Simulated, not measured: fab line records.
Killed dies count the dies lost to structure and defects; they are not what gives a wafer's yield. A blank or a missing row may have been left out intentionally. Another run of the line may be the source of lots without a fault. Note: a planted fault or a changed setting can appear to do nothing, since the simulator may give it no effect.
A single fault, viewed from 2 desks -- flow nand_harc -- numbers are kept per desk, each desk with only its own; the story behind them comes last

== FOR THE TOOL OWNER'S DESK: rie_diel-09 ==
The tool's own readings at NHARC_A_BONDPAD_STRIP_15 (strips in O2): means of the sampled wafers that have a number, for each lot that ran on this tool. Any lot whose mean is over 4 standard deviations away from the usual mean is out of limits and marked OUT; that distance is given in the brackets.
Columns: A = chamber_pressure_mTorr at NHARC_A_BONDPAD_STRIP_15, usual 60.01 mTorr; B = drypump_motor_current_A at NHARC_A_BONDPAD_STRIP_15, usual 5.4 A; C = oes_product_au at NHARC_A_BONDPAD_STRIP_15, usual 0.999 a.u.; D = rf_vpp_V at NHARC_A_BONDPAD_STRIP_15, usual 57.6 V; E = showerhead_plenum_p_Torr at NHARC_A_BONDPAD_STRIP_15, usual 3.43 Torr; F = throttle_valve_pct at NHARC_A_BONDPAD_STRIP_15, usual 17.036 %
lot,first seen here,A,B,C,D,E,F
L611,day 18 10:28,59.96,5.2,0.995,56.8,3.41,17.051
L609,day 18 10:47,60.08,5.4,1.001,57.4,3.49,17.036
L610,day 18 11:25,59.96,5.3,1.004,57.7,3.41,17.036
L612,day 19 15:12,60.03,5.4,0.991,57.7,3.41,17.035
L617,day 19 21:14,59.97,5.3,1.001,57.0,3.41,17.047
L616,day 19 22:38,60.02,5.3,1.001,57.0,3.37,17.035
L619,day 20 11:12,60.02,5.4,1.011,56.9,3.44,17.033
L618,day 20 12:14,60.00,5.2,0.990,57.1,3.34,17.035
L621,day 20 20:23,56.01 (-68) OUT,5.6,1.013,57.1,3.47,17.036
L620,day 21 04:41,58.01 (-34) OUT,5.5,0.997,57.8,3.44,17.025
This desk's verdict: out of limits on L620, L621, starting with L621 at day 20 20:23 (chamber_pressure_mTorr at NHARC_A_BONDPAD_STRIP_15). In limits: L611, L609, L610, L612, L617, L616, L619, L618.

== METROLOGY DESK ==
Means of the sampled wafers that have a number, per lot and without regard to the tool the lot ran on: this is what the gauges read. Any lot whose mean is over 4 standard deviations away from the usual mean is out of limits and marked OUT; that distance is given in the brackets.
Columns: A = thk_nm at NHARC_A_BONDPAD_THK_MEAS_30, usual 200.4 nm
lot,first seen here,A
L608,day 17 19:28,202.0
L611,day 18 09:18,201.6
L609,day 18 09:36,200.7
L610,day 18 10:15,200.4
L613,day 18 14:49,201.8
L612,day 19 13:59,201.6
L617,day 19 20:04,202.3
L616,day 19 21:35,200.6
L619,day 20 09:59,199.0
L618,day 20 11:04,199.3
L621,day 20 19:13,201.9
L620,day 21 03:31,200.2
This desk found nothing out of limits on any of the 12 lots.

== PUT TOGETHER ==
An alarm could have come from the tool owner's desk at day 20 20:23, on L620, L621.
The metrology desk saw nothing out of limits.
The metrology desk holds a record of L620, L621, inside its limits.
All the named lots went through NHARC_A_BONDPAD_STRIP_15 on rie_diel-09.

== WHAT THE SIMULATOR PUT IN ==
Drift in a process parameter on rie_diel-09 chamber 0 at NHARC_A_BONDPAD_STRIP_15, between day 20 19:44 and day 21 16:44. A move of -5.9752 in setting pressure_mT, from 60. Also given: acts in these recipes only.
Shown lots that were struck: L620, L621.
How many hours passed from the start of the fault until each desk's first out-of-limits reading: the tool owner's desk, 1.
